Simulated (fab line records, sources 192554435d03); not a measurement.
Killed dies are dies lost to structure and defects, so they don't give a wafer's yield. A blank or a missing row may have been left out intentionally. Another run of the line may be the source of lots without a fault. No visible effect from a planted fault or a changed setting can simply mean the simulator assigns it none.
fab line records	flow n5_finfet	part 2 of 2: steps 9 to 9 of 9
record: lots: 10	wafers: 28	last_day: 21
route steps=1938 shown BEOL_M4@1111 BEOL_M6@1261 BEOL_M7@1264 PASSIVATION@1936
lots that met no fault: from a run of the same line without faults
start_h: the number of hours between the record's first day and the start of the first shown wafer of the lot	wait_h: how many hours have passed since the lot's step before this one	" as in the row above	L1.1+2: one row covering several wafers at once	- no value present, or no start provided	* or withheld: withheld	< > ~ a bound
route shown NAME@n: a module of which the file shows steps, and the number in the route of the first	usual: mean and standard deviation over wafers with no fault	same: alike in all rows	chamber/n: place in a boat	sites: readings site by site	_std_site: their standard deviation	_edge_site: mean of outer sites minus mean of inner sites	radius_mm: how far each site lies from the wafer's centre	mask NAME#n: copy n	behind: tool/chamber where the wafer was last shaped	hold: why the lot went on hold/how many hours it stayed there/how the hold came to an end	device: names the non-switching transistor (n, p or np)	end of line: at the end of the route, the tests of the same wafers	a step given without rows: its recipe and nothing more	killed: the dies lost at the first sort to structure and to defects; this is not the yield of the wafer	map: a wafer's dies, x killed, . not, _ none there
set.NAME: setting as actually run; set.NAME@STEP: the setting as run at that earlier step	model.NAME: the simulator's own value behind a step, which no gauge read
steps of the route over a sample of lots; a table a step, a row a wafer
services: when a tool's chamber went out of use (start_h, in hours from the record's first day, below 0 if earlier), for how many hours, and the reason
== steps ==
step: N5_PASSIVATION_PROBE_49
usual: defect_limited_yield: 91.1/1.4	killed_at_M0_to_M3: 34/9.6	killed_at_M4_up: 15/5.3	killed_at_contacts: 12/6.1	killed_at_front_end: 40/11	killed_at_other: 3.5/2.8	killed_dies: 105/17	killed_on_rim: 14/4.3	killed_open: 70/12	killed_short: 34/7.7	sort_bin_4_leakage: 0.01/0.07	sort_bin_5_function: 5.2/0.97	sort_bin_6_memory: 3.4/0.62	sort_bin_8_speed: 0.00/0.023	sort_n_pass: 1075/17	sort_yield_pct: 91.1/1.4
same: gross_dies: 1180	killed_at_back_side: 0
lot.wafer	tool	chamber	start_h	wait_h	defect_limited_yield[%]	killed_at_M0_to_M3	killed_at_M4_up	killed_at_contacts	killed_at_front_end	killed_at_other	killed_dies	killed_on_rim	killed_open	killed_short	sort_bin_4_leakage[%]	sort_bin_5_function[%]	sort_bin_6_memory[%]	sort_bin_8_speed[%]	sort_n_pass	sort_yield_pct[%]
L659.2	prober-02	-	377.49	0.1	90.0	28	27	11	51	1	118	11	75	34	0.08	5.4	4.2	0	1061	89.9
L659.5	prober-02	-	377.64	0.2	91.4	41	14	12	31	3	101	12	56	40	0	5.1	2.9	0	1079	91.4
L659.6	prober-02	-	377.69	0.3	87.7	34	18	26	64	3	145	17	95	40	0	7.1	4.2	0	1035	87.7
L657.3	prober-02	-	384.88	0.1	92.6	29	13	14	28	3	87	15	59	27	0	4.9	2.3	0	1093	92.6
L657.4	prober-02	-	384.93	0.2	90.6	38	20	10	42	1	111	16	68	40	0	5.4	3.7	0	1069	90.6
L657.5	prober-02	-	384.98	0.2	90.8	42	12	16	38	1	109	17	71	37	0	4.9	3.7	0	1071	90.8
L661.1	prober-02	-	391.38	0.0	91.2	33	19	14	31	7	104	15	75	29	0	5.3	3.3	0.08	1075	91.1
L661.4	prober-02	-	391.53	0.2	92.5	31	8	12	37	1	89	8	65	24	0	4.2	3.0	0	1091	92.5
L661.6	prober-02	-	391.63	0.3	92.2	38	8	4	38	4	92	10	63	29	0	4.1	3.6	0	1088	92.2
L666.1	prober-02	-	408.14	0.1	72.0	33	244	10	37	6	330	59	71	36	0	5.5	3.5	0	850	72.0
L666.2	prober-02	-	408.19	0.2	55.9	25	440	15	30	10	520	80	70	26	0	4.4	3.6	0	660	55.9
L666.5	prober-02	-	408.34	0.3	47.5	18	540	25	34	2	619	86	66	24	0	4.5	3.1	0	561	47.5
L663.2	prober-01	-	412.24	0.1	60.3	32	351	16	59	11	469	76	87	43	0	7.1	3.7	0	711	60.3
L663.4	prober-01	-	412.34	0.2	39.2	45	623	12	26	12	718	100	71	36	0	5.9	3.1	0	462	39.2
L663.5	prober-01	-	412.39	0.2	35.5	52	648	14	43	4	761	101	81	41	0	5.8	4.2	0	419	35.5
L674.4	prober-02	-	450.00	0.2	90.5	39	15	9	45	4	112	16	75	37	0	5.0	3.9	0	1068	90.5
L674.6	prober-02	-	450.10	0.3	91.2	34	7	19	41	3	104	12	68	36	0	5.7	3.0	0	1076	91.2
L672.1	prober-01	-	450.39	0.0	87.7	47	17	17	61	3	145	17	94	49	0	8.0	4.1	0	1035	87.7
L672.2	prober-01	-	450.44	0.1	94.2	23	17	11	18	0	69	10	47	21	0	2.9	2.6	0	1111	94.2
L672.5	prober-01	-	450.59	0.2	90.8	33	21	10	44	0	108	15	73	33	0	5.4	3.4	0	1072	90.8
L675.3	prober-01	-	460.34	0.1	89.2	56	28	9	32	3	128	15	86	42	0	6.2	4.6	0	1052	89.2
L675.5	prober-01	-	460.44	0.2	87.5	48	24	22	48	6	148	24	106	42	0	6.9	5.0	0	1032	87.5
L675.6	prober-01	-	460.49	0.3	89.0	42	18	18	49	3	130	14	91	38	0	6.7	4.0	0	1050	89.0
L671.5	prober-02	-	462.34	0.2	86.6	49	30	8	69	2	158	21	117	40	0	8.6	4.5	0	1022	86.6
L671.6	prober-02	-	462.39	0.3	91.4	34	25	6	37	0	102	11	71	26	0.08	5.6	2.5	0	1077	91.3
L680.2	prober-01	-	510.11	0.1	93.0	30	10	9	30	4	83	13	53	27	0	3.8	2.8	0	1097	93.0
L680.3	prober-01	-	510.16	0.1	93.0	25	13	8	34	3	83	11	55	26	0	4.2	2.5	0	1097	93.0
L680.6	prober-01	-	510.31	0.3	93.2	22	13	8	25	12	80	18	54	25	0	3.7	2.7	0	1100	93.2
killed by level:class
L659.2 STI_FIN_REVEAL:geometric_particle:open=22 BEOL_M4:geometric_particle:open=15 BEOL_M2:geometric_particle:open=8 MOL_CONTACT_COAG:geometric_particle:open=7 GATE_CUT:geometric_particle:short=6 BEOL_M0_SAQP:geometric_particle:open=6 STARTING-WAFER:geometric_particle:short=5 GATE_CUT:geometric_particle:open=4
L659.5 BEOL_M0_SAQP:geometric_particle:short=13 BEOL_M0_SAQP:geometric_particle:open=12 MOL_CONTACT_COAG:geometric_particle:open=8 FIN_SAQP:geometric_particle:short=7 BEOL_M4:geometric_particle:open=6 STI_FIN_REVEAL:geometric_particle:open=5 GATE_CUT:geometric_particle:short=5 FIN_SAQP:geometric_particle:open=4
L659.6 STI_FIN_REVEAL:geometric_particle:open=37 MOL_CONTACT_COAG:geometric_particle:open=13 MOL_CONTACT_COAG:geometric_particle:short=12 BEOL_M2:geometric_particle:open=9 BEOL_M0_SAQP:geometric_particle:open=8 BEOL_M4:geometric_particle:open=8 BEOL_M0_SAQP:geometric_particle:short=7 HKMG_FIN:area_etch=7
L657.3 MOL_CONTACT_COAG:geometric_particle:open=8 BEOL_M0_SAQP:geometric_particle:short=8 FIN_SAQP:geometric_particle:open=7 BEOL_M0_SAQP:geometric_particle:open=7 DUMMY_GATE:geometric_particle:open=6 MOL_CONTACT_COAG:geometric_particle:short=6 BEOL_M4:geometric_particle:open=6 BEOL_M0:geometric_particle:open=5
L657.4 FIN_SAQP:geometric_particle:open=13 BEOL_M3:geometric_particle:open=10 FIN_SAQP:geometric_particle:short=8 BEOL_M4:geometric_particle:open=8 BEOL_M0_SAQP:geometric_particle:short=8 MOL_CONTACT_COAG:geometric_particle:open=6 BEOL_M0_SAQP:geometric_particle:open=6 BEOL_M1:geometric_particle:open=6
L657.5 BEOL_M0_SAQP:geometric_particle:open=16 BEOL_M0_SAQP:geometric_particle:short=15 FIN_SAQP:geometric_particle:open=14 MOL_CONTACT_COAG:geometric_particle:open=13 FIN_SAQP:geometric_particle:short=9 BEOL_M4:geometric_particle:open=7 FIN_CUT:geometric_particle:open=4 MOL_CONTACT_COAG:geometric_particle:short=3
L661.1 MOL_CONTACT_COAG:geometric_particle:open=12 BEOL_M1:geometric_particle:open=11 STI_FIN_REVEAL:geometric_particle:open=8 BEOL_M3:geometric_particle:short=8 BEOL_M4:geometric_particle:open=8 DUMMY_GATE:geometric_particle:open=7 BEOL_M0_SAQP:geometric_particle:short=4 MIM_TOP_ETCH:geometric_particle:open=4
L661.4 MOL_CONTACT_COAG:geometric_particle:open=10 STI_FIN_REVEAL:geometric_particle:open=9 FIN_SAQP:geometric_particle:open=6 BEOL_M1:geometric_particle:open=6 BEOL_M0_SAQP:geometric_particle:open=5 STI_FIN_REVEAL:geometric_particle:short=4 BEOL_M3:geometric_particle:short=4 STARTING-WAFER:geometric_particle:open=4
L661.6 STI_FIN_REVEAL:geometric_particle:open=11 BEOL_M1:geometric_particle:open=9 BEOL_M2:geometric_particle:open=6 BEOL_M0_SAQP:geometric_particle:open=6 BEOL_M4:geometric_particle:open=6 BEOL_M3:geometric_particle:open=5 FIN_SAQP:geometric_particle:short=4 FIN_SAQP:geometric_particle:open=4
L666.1 BEOL_M7:area_expose=221 BEOL_M4:geometric_particle:open=15 MOL_CONTACT_COAG:geometric_particle:open=9 BEOL_M2:geometric_particle:open=9 BEOL_M0_SAQP:geometric_particle:short=8 GATE_CUT:geometric_particle:short=7 ILD0:geometric_particle:open=6 FIN_SAQP:geometric_particle:open=5
L666.2 BEOL_M7:area_expose=421 MOL_CONTACT_COAG:geometric_particle:open=12 BEOL_M4:geometric_particle:open=10 STI_FIN_REVEAL:geometric_particle:open=9 BEOL_M2:geometric_particle:open=8 FIN_SAQP:geometric_particle:open=5 BEOL_M0_SAQP:geometric_particle:open=4 BEOL_M0:geometric_particle:open=4
L666.5 BEOL_M7:area_expose=527 MOL_CONTACT_COAG:geometric_particle:open=20 STI_FIN_REVEAL:geometric_particle:open=7 FIN_SAQP:geometric_particle:open=6 BEOL_M4:geometric_particle:open=6 MOL_CONTACT_COAG:geometric_particle:short=5 STI_FIN_REVEAL:geometric_particle:short=4 DUMMY_GATE:geometric_particle:open=4
L663.2 BEOL_M7:area_expose=337 STI_FIN_REVEAL:geometric_particle:open=20 MOL_CONTACT_COAG:geometric_particle:open=13 BEOL_M1:geometric_particle:open=10 BEOL_M4:geometric_particle:open=9 BEOL_M0_SAQP:geometric_particle:open=8 FIN_SAQP:geometric_particle:short=7 BEOL_M0_SAQP:geometric_particle:short=6
L663.4 BEOL_M7:area_expose=609 BEOL_M3:geometric_particle:open=12 BEOL_M4:geometric_particle:open=11 BEOL_M0_SAQP:geometric_particle:short=10 MOL_CONTACT_COAG:geometric_particle:open=10 BEOL_M1:geometric_particle:open=9 BEOL_M0_SAQP:geometric_particle:open=6 MIM_TOP_ETCH:geometric_particle:short=5
L663.5 BEOL_M7:area_expose=638 BEOL_M0_SAQP:geometric_particle:short=15 STI_FIN_REVEAL:geometric_particle:open=14 MOL_CONTACT_COAG:geometric_particle:open=13 BEOL_M2:geometric_particle:open=11 BEOL_M0_SAQP:geometric_particle:open=9 GATE_CUT:geometric_particle:short=7 BEOL_M1:geometric_particle:open=6
L674.4 BEOL_M2:geometric_particle:open=15 FIN_SAQP:geometric_particle:short=11 FIN_SAQP:geometric_particle:open=10 STI_FIN_REVEAL:geometric_particle:open=9 BEOL_M0_SAQP:geometric_particle:short=6 MOL_CONTACT_COAG:geometric_particle:open=5 BEOL_M3:geometric_particle:open=5 DUMMY_GATE:geometric_particle:open=4
L674.6 MOL_CONTACT_COAG:geometric_particle:open=17 BEOL_M2:geometric_particle:open=12 FIN_SAQP:geometric_particle:short=11 FIN_SAQP:geometric_particle:open=9 STI_FIN_REVEAL:geometric_particle:open=7 BEOL_M1:geometric_particle:open=5 BEOL_M2:geometric_particle:short=5 BEOL_M0_SAQP:geometric_particle:short=4
L672.1 FIN_SAQP:geometric_particle:short=25 FIN_SAQP:geometric_particle:open=17 MOL_CONTACT_COAG:geometric_particle:open=14 BEOL_M1:geometric_particle:open=14 BEOL_M0_SAQP:geometric_particle:open=12 BEOL_M4:geometric_particle:open=9 BEOL_M0_SAQP:geometric_particle:short=6 BEOL_M2:geometric_particle:short=6
L672.2 BEOL_M4:geometric_particle:open=12 MOL_CONTACT_COAG:geometric_particle:open=9 BEOL_M2:geometric_particle:open=8 FIN_SAQP:geometric_particle:short=5 BEOL_M0_SAQP:geometric_particle:short=5 BEOL_M1:geometric_particle:open=4 STARTING-WAFER:geometric_particle:open=3 FIN_SAQP:geometric_particle:open=2
L672.5 FIN_SAQP:geometric_particle:open=12 MOL_CONTACT_COAG:geometric_particle:open=9 BEOL_M2:geometric_particle:open=9 FIN_SAQP:geometric_particle:short=8 DUMMY_GATE:geometric_particle:open=7 BEOL_M0_SAQP:geometric_particle:open=7 GATE_CUT:geometric_particle:short=6 BEOL_M4:geometric_particle:open=6
L675.3 STI_FIN_REVEAL:geometric_particle:open=13 BEOL_M0_SAQP:geometric_particle:short=13 BEOL_M4:geometric_particle:open=12 BEOL_M0_SAQP:geometric_particle:open=10 BEOL_M3:geometric_particle:open=10 BEOL_M1:geometric_particle:open=6 BEOL_M2:geometric_particle:open=6 BEOL_M4:geometric_particle:short=6
L675.5 MOL_CONTACT_COAG:geometric_particle:open=18 BEOL_M4:geometric_particle:open=14 FIN_SAQP:geometric_particle:open=10 BEOL_M1:geometric_particle:open=10 STI_FIN_REVEAL:geometric_particle:open=9 BEOL_M0_SAQP:geometric_particle:open=9 BEOL_M0_SAQP:geometric_particle:short=6 BEOL_M2:geometric_particle:open=6
L675.6 MOL_CONTACT_COAG:geometric_particle:open=16 STI_FIN_REVEAL:geometric_particle:open=11 BEOL_M2:geometric_particle:open=11 FIN_SAQP:geometric_particle:open=10 BEOL_M1:geometric_particle:open=10 BEOL_M4:geometric_particle:open=8 BEOL_M3:geometric_particle:open=7 FIN_SAQP:geometric_particle:short=6
L671.5 STI_FIN_REVEAL:geometric_particle:open=31 BEOL_M3:geometric_particle:open=17 BEOL_M4:geometric_particle:open=16 FIN_SAQP:geometric_particle:open=11 STI_FIN_REVEAL:geometric_particle:short=10 BEOL_M1:geometric_particle:open=8 MOL_CONTACT_COAG:geometric_particle:open=7 BEOL_M0_SAQP:geometric_particle:open=6
L671.6 STI_FIN_REVEAL:geometric_particle:open=13 BEOL_M3:geometric_particle:open=11 BEOL_M4:geometric_particle:open=11 BEOL_M3:geometric_particle:short=6 FIN_SAQP:geometric_particle:short=5 MOL_CONTACT_COAG:geometric_particle:open=5 BEOL_M0_SAQP:geometric_particle:short=5 BEOL_M8:geometric_particle:open=4
L680.2 BEOL_M2:geometric_particle:open=12 MOL_CONTACT_COAG:geometric_particle:open=8 BEOL_M0_SAQP:geometric_particle:open=8 FIN_SAQP:geometric_particle:short=5 STI_FIN_REVEAL:geometric_particle:open=5 STARTING-WAFER:geometric_particle:short=5 FIN_SAQP:geometric_particle:open=4 GATE_CUT:geometric_particle:short=4
L680.3 BEOL_M2:geometric_particle:open=10 MOL_CONTACT_COAG:geometric_particle:open=8 FIN_SAQP:geometric_particle:open=6 FIN_SAQP:geometric_particle:short=6 STARTING-WAFER:geometric_particle:open=6 BEOL_M4:geometric_particle:open=5 BEOL_M0_SAQP:geometric_particle:open=4 DUMMY_GATE:geometric_particle:open=3
L680.6 STI_FIN_REVEAL:geometric_particle:open=7 MOL_CONTACT_COAG:geometric_particle:open=7 BEOL_M0_SAQP:geometric_particle:short=7 BEOL_M4:geometric_particle:open=7 BEOL_M2:geometric_particle:open=5 FIN_SAQP:geometric_particle:open=4 MIM_TOP:geometric_particle:open=4 PAD_METAL:geometric_particle:short=4
== services ==
tool	chamber	start_h	hours	kind
arfi_scanner-03	-	279.66	4.9	pm
arfi_scanner-03	-	285.18	1.0	pm
uv_cure-02	-	287.07	1.0	pm
arfi_scanner-03	-	289.41	1.3	pm
arfi_scanner-03	-	290.97	4.8	pm
arfi_scanner-01	-	303.55	1.3	pm
arfi_scanner-03	-	319.37	0.8	pm
arfi_scanner-02	-	320.98	0.8	pm
arfi_scanner-02	-	327.10	1.0	pm
arfi_scanner-01	-	332.58	4.9	pm
arfi_scanner-03	-	339.72	1.8	repair
arfi_scanner-01	-	340.82	0.4	repair
arfi_scanner-02	-	341.75	1.3	pm
uv_cure-03	-	343.02	0.3	repair
arfi_scanner-02	-	343.41	2.3	repair
arfi_scanner-03	-	372.50	3.9	pm
uv_cure-01	-	373.82	22.2	pm
arfi_scanner-01	-	387.82	2.5	repair
uv_cure-03	-	398.34	2.8	pm
arfi_scanner-03	-	398.85	2.3	repair
arfi_scanner-03	-	406.73	0.5	repair
uv_cure-03	-	407.17	24.9	pm
pvd_sputter-02	-	409.67	7.3	repair
arfi_scanner-03	-	409.69	1.0	pm
== key ==
first_sign: step: N5_BEOL_M7_EXPOSE_08	reading: exposure_dose_mJ_cm2	direction: up	sigmas: 99+	usual: 68.19	struck: 77.14
effect: step: N5_BEOL_M7_CD_MEAS_11	reading: cd_nm	direction: up	sigmas: 10	usual: 38.8	struck: 45.2	through: control_loop
effect: step: N5_BEOL_M7_CD_MEAS_18	reading: cd_nm	direction: up	sigmas: 8.2	usual: 40.4	struck: 46.7	through: control_loop
effect: step: N5_BEOL_M7_CD_MEAS_35	reading: cd_nm	direction: up	sigmas: 7.6	usual: 40.4	struck: 46.4	through: control_loop
effect: step: N5_PASSIVATION_PROBE_49	reading: killed_at_M4_up	direction: up	sigmas: 87	usual: 15	struck: 474
more_kills_born_at: N5_BEOL_M7_EXPOSE_08@arfi_scanner-02: 2753
met_at N5_BEOL_M7_EXPOSE_08
struck_lots L663,L666
later_rows_left_out L663.4,L663.5
loop_trim: step: N5_BEOL_M7_EXPOSE_08	setting: dose	lots: L666
not_acting_at N5_BEOL_M6_RS_MEAS_57,N5_BEOL_M7_CURE_74,N5_BEOL_M7_HM_DEP_02
onset_between 304.76 330.55
fault: kind: process_parameter_drift	tool: arfi_scanner-02	chamber: -	onset_h: 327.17	steps: N5_BEOL_M7_EXPOSE_08	channel: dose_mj	offset: 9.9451	shape: step	acts_in: these_recipes_only	stated: 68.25
later_rows_left_out: the simulator's readings of these wafers behind a module that went badly wrong aren't trusted and aren't shown, but for the sort
loop_trim: a control loop set the setting to another value than it would have without faults
